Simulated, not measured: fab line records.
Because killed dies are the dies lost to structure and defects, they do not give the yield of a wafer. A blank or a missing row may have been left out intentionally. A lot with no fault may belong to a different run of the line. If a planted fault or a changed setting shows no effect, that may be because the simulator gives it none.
Problem report, 8D (eight disciplines) form, completed by code ; flow n5_finfet ; the parts of the form that need people (team, actions taken, sign-off) are left out

1. THE ISSUE
At N5_BEOL_M4_CMP_52, barrier_field_endpoint_s averages 15.7 s over 2 wafers from 2 lots, while fault-free wafers read 24.6 s, standard deviation 0.61. Relative to the usual mean, that is a shift of -15 standard deviations.
The step: polishes, stops on SiOC, t overpolish 6.8 s, target thk 40 nm.
First observed at day 10 21:47: wafer L992.6, on cmp-02. The record has a number at this step for 29 wafers belonging to 10 lots. Rule for "out", or "out of limits": more than 4 standard deviations from the usual mean. Any other wafer with a number is counted as sound.

2. WHAT IT IS AND WHAT IT IS NOT
question;is;is not
which readings at this step;barrier_field_endpoint_s;clearing_platen_rpm, motor_current_A
which lots;L992, L993;L100, L103, L104, L982, L983, L995, L996, L997
which wafers of those lots;L992.6, L993.6;L992.3, L992.5, L993.5
read on which tools;cmp-01, cmp-02;cmp-03
when;from day 10 21:47;"up to then (8 sound wafers); but 19 sound wafers of L100, L103, L104, L993, L995, L996, L997 came after"

3. SUSPECTS, AND WHAT RULES EACH OUT
Counting: if a tool at a process step up to the reading ran every lot that is out, it stays a suspect. Sound lots after the first of them don't rule it out here, since some wafers of a struck lot are sound.
- pecvd-04 at N5_BEOL_M4_PECVD_72 (deposits SiO2 from TEOS/O2, target thk 16 nm, time 18 s): kept. It processed each lot that is out (first: L992, day 10 09:30); up to then, its last sound lot is L983 (day 8 03:04).
- pvd_sputter-02 at N5_BEOL_M4_ANNEAL_87 (time 240 s): kept. It ran every lot that is out, first L992 (day 10 19:38).
- pvd_sputter-02 at N5_BEOL_M4_ANNEAL_93 (time 240 s): kept. It ran every lot that is out, first L992 (day 10 20:17).
The count leaves pecvd-04 at N5_BEOL_M4_PECVD_72, pvd_sputter-02 at N5_BEOL_M4_ANNEAL_87, and pvd_sputter-02 at N5_BEOL_M4_ANNEAL_93.

4. THE CAUSE (what the simulator had put in)
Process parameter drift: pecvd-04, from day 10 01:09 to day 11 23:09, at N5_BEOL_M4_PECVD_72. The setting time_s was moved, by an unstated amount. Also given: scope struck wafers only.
Of the 3 suspects that counting leaves, this tool is one.

5. THE EFFECT CHAIN, in route order
Each row: a reading where the mean over the struck wafers with a number is more than 3 standard deviations away from the usual. Scope: only readings with a usual standard deviation given in the record; hours: median across lots of the time from each lot's start at the first step in this table that gives one to its start at this step; sigmas: change in usual standard deviations.
hours;step;reading;usual;on struck wafers;change;sigmas
0;N5_BEOL_M4_CMP_52;barrier_field_endpoint_s;24.6 s;15.7;-8.9;-15
Here are the process steps it includes:
- N5_BEOL_M4_CMP_52: polishes, stops on SiOC, t overpolish 6.8 s, target thk 40 nm.
Later measuring or inspecting steps at which every struck wafer that the step has a row for has a number for every such reading, and none has moved that far: N5_BEOL_M4_THK_MEAS_53, N5_BEOL_M4_RC_MEAS_101.

6. WHAT WOULD HAVE CAUGHT IT SOONER
In this record the first reading out of limits was taken at day 10 21:47, 21 hours after the fault began at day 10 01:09.
No tool reading at N5_BEOL_M4_PECVD_72 that has a usual standard deviation in the record was out on any struck wafer, so an alarm limit of 4 standard deviations on those readings would not have fired.
Each of the lots that are out, 2 in all, had begun N5_BEOL_M4_PECVD_72 on pecvd-04 no later than day 10 21:47. A hold on the tool at that time would have spared none of them.
